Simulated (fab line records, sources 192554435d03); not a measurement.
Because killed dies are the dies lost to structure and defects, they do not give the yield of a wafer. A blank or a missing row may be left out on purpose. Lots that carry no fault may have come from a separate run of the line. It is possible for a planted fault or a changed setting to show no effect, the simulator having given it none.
Split-lot study	flow n5Finfet	route with 1938 steps; 7 lots, 21 wafers read

== ABOUT THE SPLIT ==
At N5_MOL_CONTACT_COAG_EXPOSE_81 (exposes mask VG, defocus 0 nm), the setting doseMj was moved away from the recipe's 59.5 on 7 of the 21 wafers read, by -3.3% to +6.7%. The other wafers ran this setting at the recipe's value.

== FROM THE SPLIT TO THE READING: what the file shows between them, 2 steps ==
- N5_MOL_CONTACT_COAG_PEB_82: peb time 60 s
- N5_MOL_CONTACT_COAG_DEVELOP_83: develop time 30 s

== THE READING ==
cdNm (nm) at N5_MOL_CONTACT_COAG_CD_MEAS_84, where the cd target is 25.1 nm. A value of 25.12 nm with a standard deviation of 0.25 nm is what fault-free wafers of this fab line usually give.

wafer	tool, chamber at the split	doseMj as run	against the recipe	cdNm, nm	against lot-mates on the recipe
L074.1	euvScanner-01, 0	62.27	+4.7%	26.15	+1.19
L074.5	euvScanner-01, 0	59.5	recipe	24.96	-
L074.6	euvScanner-01, 0	62.27	+4.7%	26.09	+1.13
L075.3	euvScanner-01, 0	59.5	recipe	24.89	-
L075.4	euvScanner-01, 0	59.5	recipe	25.28	-
L075.5	euvScanner-01, 0	59.5	recipe	24.96	-
L080.1	euvScanner-01, 0	59.5	recipe	25.13	-
L080.2	euvScanner-01, 0	63.46	+6.7%	25.92	+0.91
L080.3	euvScanner-01, 0	59.5	recipe	24.89	-
L084.2	euvScanner-01, 0	59.5	recipe	25.36	-
L084.3	euvScanner-01, 0	59.5	recipe	25.22	-
L084.5	euvScanner-01, 0	59.5	recipe	24.96	-
L089.2	euvScanner-01, 0	59.5	recipe	25.25	-
L089.5	euvScanner-01, 0	63.4	+6.6%	26.13	+0.88
L089.6	euvScanner-01, 0	63.4	+6.6%	26.33	+1.08
L091.4	euvScanner-01, 0	57.51	-3.3%	24.29	-0.64
L091.5	euvScanner-01, 0	59.5	recipe	24.93	-
L091.6	euvScanner-01, 0	57.51	-3.3%	24.71	-0.22
L095.3	euvScanner-02, 0	59.5	recipe	24.83	-
L095.4	euvScanner-02, 0	59.5	recipe	25.08	-
L095.5	euvScanner-02, 0	59.5	recipe	25.24	-

FIT RESULTS
A straight line over all 21 wafers: cdNm changes by +0.175 nm for each +1% of doseMj; r = +0.94; the points scatter about the line by 0.19 nm.
The same after taking each lot's own level away (the mean of its wafers on the recipe; 21 wafers): +0.163 nm for each +1%; r = +0.93; scatter 0.2 nm.
On that fit, the largest move of doseMj shifts the reading by 1.1 nm.
The lots' own levels span 24.930 to 25.250 nm, that is 1.3 times the standard deviation above.
The two slopes agree, so the slope changes little with the lot-to-lot level.
Check: with one of the wafers moved furthest among these (+6.7%) left out of the fit, the line predicts +1.18 nm for it against its lot-mates. Against them it came out at +0.91 nm.

== OTHER SPLITS APPLIED TO THESE WAFERS ==
These wafers also went through other splits before the reading. Each is held against what the fit with the lots' levels taken away leaves over:
other split on the same wafers	wafers away from the commonest value	r with cdNm (lot level and that fit taken away)
N5_SDB_COAT_03 spinRpm	9	+0.03
N5_HKMG_FIN_ETCH_54 sourceW	7	+0.25
N5_HKMG_FIN_ETCH_58 sourceW	7	+0.14
N5_MOL_CONTACT_COAG_ETCH_15 sourceW	7	-0.10
N5_MOL_CONTACT_COAG_PECVD_31 tempC	9	+0.01

== FILE'S OWN FIT ==
cdNm changes by +0.161 nm for each +1% of doseMj, r = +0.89.
